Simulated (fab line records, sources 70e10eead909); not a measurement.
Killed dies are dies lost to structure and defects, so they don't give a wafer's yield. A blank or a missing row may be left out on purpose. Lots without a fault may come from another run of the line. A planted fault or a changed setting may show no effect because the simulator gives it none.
fab line records | flow nand_harc
record lots=6 wafers=18 last_day=24
route steps=1159 shown P_BONDPAD@364
lots that met no fault: from a run of the same line without faults
start_h: hours from the record's first day to the start of the lot's first wafer shown | wait_h: hours since the lot's step before | " the same as in the row above | L1.1+2: a row that stands for several wafers | - no value, or no start given | * or withheld: withheld | < > ~ a bound
route shown NAME@n: a module of which the file shows steps, and the number in the route of the first | usual: mean/standard deviation of fault-free wafers | same: alike in all rows | chamber/n: place in a boat | sites: the reading at each site | _std_site: their standard deviation | _edge_site: outer sites' mean less inner sites' | radius_mm: how far each site lies from the wafer's centre | mask NAME#n: copy n | behind: the tool/chamber that last shaped the wafer | hold: why the lot was held/for how many hours/how that ended | device: the transistor (n, p or np) that didn't switch | end of line: the same wafers' tests at the end of the route | a step without rows: its recipe alone | killed: dies lost to structure and defects at the first sort, not the wafer's yield | map: a wafer's dies, x killed, . not, _ none there
set.NAME: the setting as run; set.NAME@STEP: as run at that earlier step | model.NAME: the simulator's own value behind a step, which no gauge read
lots at some steps of the route; a table a step, a row a wafer
services: from which hour (start_h, from the record's first day; less than 0 if before it) a tool's chamber was out of use, for how many hours, and why
## steps
# step NHARC_P_BONDPAD_CD_MEAS_09
# recipe target_cd_nm=500 landing_energy_ev=500
# usual cd_nm=500.3/2.7
# same landing_energy_ev=500
# columns lot.wafer tool chamber start_h wait_h cd_nm
L628.3 cd_sem-02 0 138.88 - 501.7
L628.5 " 0 " " 500.1
L628.6 " 0 " " 500.2
L636.2 cd_sem-02 0 187.16 - 502.5
L636.3 " 0 " " 501.3
L636.6 " 0 " " 502.5
L638.1 cd_sem-02 0 205.07 - 495.2
L638.2 " 0 " " 496.9
L638.6 " 0 " " 498.2
L640.2 cd_sem-02 0 207.87 - 498.3
L640.3 " 0 " " 501.3
L640.6 " 0 " " 498.8
L643.1 cd_sem-03 0 233.07 - 500.2
L643.5 " 0 " " 500.9
L643.6 " 0 " " 502.9
L647.1 cd_sem-02 0 256.60 - 494.8
L647.4 " 0 " " 496.5
L647.5 " 0 " " 497.0
# step NHARC_P_BONDPAD_OVL_MEAS_38
# usual overlay_x_nm=-1/5.9 overlay_y_nm=0/5
# columns lot.wafer tool chamber start_h wait_h overlay_x_nm overlay_y_nm
L628.3 overlay-02 - 138.96 - -5 1
L628.5 " - " " -4 1
L628.6 " - " " -5 1
L636.2 overlay-01 - 187.25 - -4 0
L636.3 " - " " -3 0
L636.6 " - " " -3 0
L638.1 overlay-02 - 205.16 - 1 -1
L638.2 " - " " 0 0
L638.6 " - " " 0 -1
L640.2 overlay-02 - 207.95 - 0 -5
L640.3 " - " " -1 -4
L640.6 " - " " -2 -5
L643.1 overlay-01 - 233.18 - -5 0
L643.5 " - " " -5 0
L643.6 " - " " -6 0
L647.1 overlay-02 - 256.69 - 4 11
L647.4 " - " " 4 12
L647.5 " - " " 4 12
# step NHARC_P_BONDPAD_HARDBAKE_10
# recipe temp_c=118 time_s=65
# step NHARC_P_BONDPAD_DESCUM_11
# recipe time_s=3 o2_flow_sccm=200 ar_flow_sccm=0 bias_power_w=0 chemistry=O2
# usual drypump_motor_current_A=5.8/0.34 mfc_ar_sccm=0.003/0.0064 oes_product_au=0.997/0.017 rf_vpp_V=58.1/0.8 showerhead_plenum_p_Torr=1.98/0.075 throttle_valve_pct=11.311/0.0094
# columns lot.wafer tool chamber start_h wait_h drypump_motor_current_A mfc_ar_sccm oes_product_au rf_hours_counter_h rf_vpp_V showerhead_plenum_p_Torr throttle_valve_pct
L628.3 rie_diel-04 3 139.10 - 5.3 0.001 0.999 5 57.8 1.85 11.310
L628.6 " 1 " " 5.7 0 1.002 - 58.8 2.08 11.323
L628.5 " 2 " " 5.5 0 0.986 - 57.6 1.90 11.306
L636.2 rie_diel-13 0 187.38 - 6.0 0 0.986 7 58.3 2.01 11.308
L636.3 " 1 " " 5.6 0 1.044 6 59.2 2.00 11.307
L636.6 " 3 " " 6.4 0.006 0.986 - 57.6 2.05 11.302
L638.1 rie_diel-05 0 205.28 - 5.6 0.014 0.983 8 57.9 1.83 11.280
L638.2 " 1 " " 5.4 0.004 1.009 8 58.0 1.90 11.326
L638.6 " 0 " " 5.6 0.014 0.998 - 56.7 1.83 11.308
L640.3 rie_diel-04 2 208.08 - 5.5 0 0.994 33 58.2 1.89 11.303
L640.2 " 3 " " 5.2 0.001 0.992 32 57.3 1.84 11.313
L640.6 " 1 " " 5.8 0 0.998 - 58.1 2.06 11.315
L643.1 rie_diel-13 0 233.31 - 6.0 0 1.015 12 57.4 2.01 11.304
L643.6 " 3 " " 6.3 0.006 0.981 - 59.3 2.04 11.291
L643.5 " 0 " " 6.0 0 1.008 - 57.9 2.01 11.299
L647.1 rie_diel-13 1 256.82 - 5.6 0 1.034 13 58.4 2.00 11.319
L647.4 " 3 " " 6.3 0.006 0.989 13 57.4 2.04 11.327
L647.5 " 2 " " 5.6 0 0.960 - 57.6 2.03 11.313
# step NHARC_P_BONDPAD_ETCH_37
# recipe target_depth_a=600 overetch_a=180 time_s=65.91 ion_energy_ev=200 n2_flow_sccm=150 h2_flow_sccm=150 ar_flow_sccm=0 rf_w=400 bias_w=150 chemistry=N2/H2
# usual drypump_motor_current_A=5.8/0.31 mfc_ar_sccm=0.003/0.007 oes_product_au=0.998/0.019 rf_vpp_V=432.5/2.4 showerhead_plenum_p_Torr=2.11/0.085 throttle_valve_pct=14.171/0.0091
# columns lot.wafer tool chamber start_h wait_h drypump_motor_current_A mfc_ar_sccm oes_product_au rf_hours_counter_h rf_vpp_V showerhead_plenum_p_Torr throttle_valve_pct
L628.3 rie_diel-04 1 139.19 0.1 5.8 0 0.999 4 435.5 2.22 14.153
L628.6 " 2 " " 5.5 0 0.971 - 429.7 2.02 14.164
L628.5 " 3 " " 5.2 0.001 0.991 - 428.5 1.97 14.166
L636.3 rie_diel-13 1 187.46 0.1 5.7 0 1.039 6 432.9 2.14 14.185
L636.2 " 3 " " 6.3 0.006 0.974 6 434.9 2.18 14.171
L636.6 " 0 " " 6.1 0 0.993 - 434.1 2.15 14.179
L638.1 rie_diel-05 0 205.39 0.1 5.6 0.014 0.981 8 427.6 1.94 14.181
L638.2 " 2 " " 5.8 0 0.998 10 435.5 2.17 14.168
L638.6 " 3 " " 5.4 0.033 0.995 - 436.2 2.21 14.172
L640.3 rie_diel-04 1 208.16 0.1 5.8 0 0.986 33 435.5 2.21 14.158
L640.2 " 2 " " 5.5 0 1.000 33 429.5 2.01 14.181
L640.6 " 2 " " 5.5 0 0.992 - 430.1 2.01 14.156
L643.1 rie_diel-13 0 233.40 0.1 6.0 0 1.000 12 433.5 2.15 14.169
L643.6 " 1 " " 5.6 0 1.022 - 433.9 2.13 14.173
L643.5 " 2 " " 5.6 0 0.961 - 434.1 2.16 14.156
L647.4 rie_diel-13 0 256.90 0.1 6.0 0 0.991 14 434.7 2.15 14.181
L647.1 " 2 " " 5.6 0 0.970 11 433.6 2.16 14.186
L647.5 " 0 " " 6.0 0 0.992 - 433.8 2.15 14.161
# step NHARC_P_BONDPAD_ETCH_12
# recipe target_depth_a=2000 time_s=100 chf3_flow_sccm=50 o2_flow_sccm=10 ar_flow_sccm=200 rf_w=500 bias_w=200 chemistry=CHF3/O2
# step NHARC_P_BONDPAD_CD_MEAS_13
# usual cd_nm=499.8/2.9
# columns lot.wafer tool chamber start_h wait_h cd_nm
L628.3 cd_sem-02 - 139.41 - 502.4
L628.5 " - " " 498.0
L628.6 " - " " 500.2
L636.2 cd_sem-02 - 187.69 - 502.0
L636.3 " - " " 500.0
L636.6 " - " " 501.9
L638.1 cd_sem-02 - 205.61 - 494.1
L638.2 " - " " 497.3
L638.6 " - " " 497.9
L640.2 cd_sem-03 - 208.39 - 500.0
L640.3 " - " " 501.3
L640.6 " - " " 500.8
L643.1 cd_sem-03 - 233.61 - 500.9
L643.5 " - " " 500.5
L643.6 " - " " 503.1
L647.1 cd_sem-02 - 257.13 - 492.8
L647.4 " - " " 495.4
L647.5 " - " " 497.2
# step NHARC_P_BONDPAD_STRIP_15
# recipe o2_flow_sccm=500 ar_flow_sccm=0 bias_w=0 chemistry=O2
# usual drypump_motor_current_A=5.8/0.33 mfc_ar_sccm=0.004/0.0077 oes_product_au=1.000/0.018 rf_vpp_V=58.2/0.9 showerhead_plenum_p_Torr=3.67/0.12 throttle_valve_pct=17.037/0.0089
# columns lot.wafer tool chamber start_h wait_h drypump_motor_current_A mfc_ar_sccm oes_product_au rf_hours_counter_h rf_vpp_V showerhead_plenum_p_Torr throttle_valve_pct
L628.3 rie_diel-13 1 139.48 0.1 5.6 0 1.028 2 57.5 3.68 17.027
L628.6 " 1 " " 5.6 0 1.032 - 60.3 3.68 17.045
L628.5 " 2 " " 5.6 0 0.982 - 58.6 3.73 17.046
L636.2 rie_diel-13 0 187.80 0.1 6.0 0 1.001 7 60.4 3.70 17.041
L636.3 " 1 " " 5.7 0 1.043 7 57.5 3.68 17.033
L636.6 " 2 " " 5.6 0 0.992 - 58.3 3.72 17.045
L638.1 rie_diel-13 3 205.69 0.1 6.4 0.006 0.993 8 57.1 3.75 17.026
L638.2 " 1 " " 5.7 0 1.025 8 57.9 3.68 17.037
L638.6 " 3 " " 6.4 0.006 0.988 - 56.5 3.75 17.017
L640.2 rie_diel-13 3 208.46 0.1 6.4 0.006 0.999 9 59.5 3.75 17.052
L640.3 " 1 " " 5.6 0 1.037 8 58.0 3.68 17.035
L640.6 " 0 " " 6.1 0 1.003 - 58.4 3.70 17.035
L643.1 rie_diel-04 3 233.72 0.1 5.2 0.001 0.998 40 57.2 3.40 17.032
L643.6 " 1 " " 5.8 0 0.991 - 58.6 3.78 17.042
L643.5 " 2 " " 5.5 0 0.996 - 56.9 3.48 17.050
L647.4 rie_diel-13 1 257.24 0.1 5.7 0 1.034 13 58.3 3.68 17.037
L647.1 " 2 " " 5.6 0 0.970 11 57.4 3.72 17.037
L647.5 " 3 " " 6.4 0.006 0.990 - 56.9 3.75 17.041
# step NHARC_P_BONDPAD_ETCH_24
# recipe target_depth_a=300 over_etch_frac=0.3 time_s=72.99 ion_energy_ev=150 cf4_flow_sccm=50 n2_flow_sccm=100 ar_flow_sccm=150 rf_w=300 bias_w=100 chemistry=CF4/N2
# step NHARC_P_BONDPAD_STRIP_16
# recipe time_s=600 temp_c=30 chemistry=post_etch_residue_remover
# step NHARC_P_BONDPAD_DEGAS_25
# recipe temp_c=300 time_s=60
# step NHARC_P_BONDPAD_PRE_CLEAN_26
# recipe time_s=30 temp_c=280 gas=H2/He
# usual heater_power_w=385/28
# columns lot.wafer tool chamber start_h wait_h heater_power_w
L628.3 pvd_sputter-02 - - - 407
L628.5 " - " " 358
L628.6 " - " " 393
L636.3 pvd_sputter-02 - - - 394
L636.2 " - " " 375
L636.6 " - " " 399
L638.1 pvd_sputter-01 - - - 407
L638.2 " - " " 428
L638.6 " - " " 405
L640.2 pvd_sputter-02 - - - 403
L640.3 " - " " 361
L640.6 " - " " 396
L643.1 pvd_sputter-02 - - - 365
L643.6 " - " " 351
L643.5 " - " " 400
L647.4 pvd_sputter-02 - - - 401
L647.1 " - " " 365
L647.5 " - " " 378
# step NHARC_P_BONDPAD_PVD_17
# recipe target_thk_a=50 bias_v=168.6 power_w=15000 chamber_pressure_pa=0.12 time_s=8.06 substrate_temp_c=50 material=TaN
# usual bias_v=168.5/1.5 cathode_dc_power_W=15000/2.8 throttle_valve_pct=29.9/0.94
# columns lot.wafer tool chamber start_h wait_h bias_v cathode_dc_power_W throttle_valve_pct
L628.3 pvd_sputter-02 - 140.17 - 169.7 15003 30.9
L628.6 " - " " 168.3 15003 31.1
L628.5 " - " " 167.9 14999 29.0
L636.2 pvd_sputter-02 - 188.45 - 172.7 15006 28.8
L636.3 " - " " 168.9 14997 29.9
L636.6 " - " " 169.1 15002 31.1
L638.2 pvd_sputter-01 - 206.47 - - - -
L638.1 " - " " - - -
L638.6 " - " " - - -
L640.3 pvd_sputter-02 - 209.15 - - - -
L640.2 " - " " - - -
L640.6 " - " " - - -
L643.1 pvd_sputter-02 - 234.38 - 166.2 15002 29.0
L643.6 " - " " 168.5 14998 28.6
L643.5 " - " " 165.8 15001 31.0
L647.1 pvd_sputter-02 - 257.87 - 165.7 14999 28.7
L647.4 " - " " 168.9 14996 31.0
L647.5 " - " " 168.6 15001 29.9
# step NHARC_P_BONDPAD_PVD_27
# recipe target_thk_a=300 chamber_pressure_pa=5 power_w=5000 substrate_temp_c=30 time_s=20.49 material=Cu
# usual cathode_dc_power_W=5000.0/0.89 chamber_pressure_pa=4.999/0.01 throttle_valve_pct=29.9/0.9
# columns lot.wafer tool chamber start_h wait_h cathode_dc_power_W chamber_pressure_pa throttle_valve_pct
L628.3 pvd_sputter-02 - - - 4999.2 4.995 29.0
L628.5 " - " " 4999.8 5.004 28.8
L628.6 " - " " 5000.0 5.010 30.6
L636.2 pvd_sputter-02 - - - 5000.3 5.000 30.8
L636.3 " - " " 4999.5 5.007 31.0
L636.6 " - " " 5001.1 5.012 30.2
L638.1 pvd_sputter-01 - - - 4999.7 4.983 29.0
L638.2 " - " " 5001.5 4.996 29.4
L638.6 " - " " 5000.9 4.978 28.9
L640.3 pvd_sputter-02 - - - 5000.5 5.000 31.1
L640.2 " - " " 4999.5 4.997 28.7
L640.6 " - " " 4999.2 4.991 30.7
L643.1 pvd_sputter-02 - - - 5000.3 4.999 29.8
L643.5 " - " " 4999.0 5.006 28.7
L643.6 " - " " 5001.4 5.009 29.8
L647.4 pvd_sputter-02 - - - 5000.6 5.013 30.1
L647.1 " - " " 4999.4 4.988 28.8
L647.5 " - " " 4999.8 4.972 28.5
## services
# columns tool chamber start_h hours kind
rie_diel-05 0 115.43 4.8 repair
rie_diel-13 0 132.50 - clean
rie_diel-13 1 132.50 - clean
rie_diel-13 2 132.50 - clean
rie_diel-13 3 132.50 - clean
rie_diel-04 - 138.46 0.2 repair
rie_diel-13 3 146.36 1.2 repair
rie_diel-04 0 147.18 2.9 repair
pvd_sputter-01 - 158.00 10.0 pm
rie_diel-13 2 160.93 7.9 repair
rie_diel-05 - 171.54 9.0 pm
rie_diel-13 0 181.00 - clean
rie_diel-13 1 181.00 - clean
rie_diel-13 2 181.00 - clean
rie_diel-13 3 181.00 - clean
rie_diel-04 0 181.57 2.0 repair
rie_diel-13 0 205.50 - clean
rie_diel-13 1 205.50 - clean
rie_diel-13 2 205.50 - clean
rie_diel-13 3 205.50 - clean
pvd_sputter-02 - 206.51 0.8 repair
pvd_sputter-02 - 214.01 10.0 pm
rie_diel-13 0 230.00 - clean
rie_diel-13 1 230.00 - clean
## key
first_sign step=NHARC_P_BONDPAD_PVD_17 reading=tool_record direction=missing
effect none on later readings
met_at NHARC_P_BONDPAD_PVD_17
struck_wafers L638.1,L638.2,L638.6,L640.2,L640.3,L640.6
later_rows_left_out L638.1,L638.2,L638.6,L640.2,L640.3,L640.6
sort_left_out L638.1,L638.2,L638.6,L640.2,L640.3,L640.6
onset_between 188.45 206.47
fault kind=skipped_step_whole tool=pvd_sputter-01,pvd_sputter-02 chamber=- onset_h=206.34 steps=NHARC_P_BONDPAD_PVD_17 scope=struck_lots_only
# sort_left_out: the simulated sort isn't trusted on such a fault, so these wafers' sort isn't shown, and their yield isn't known
# later_rows_left_out: the simulator's readings of these wafers behind a module that went badly wrong aren't trusted and aren't shown, but for the sort
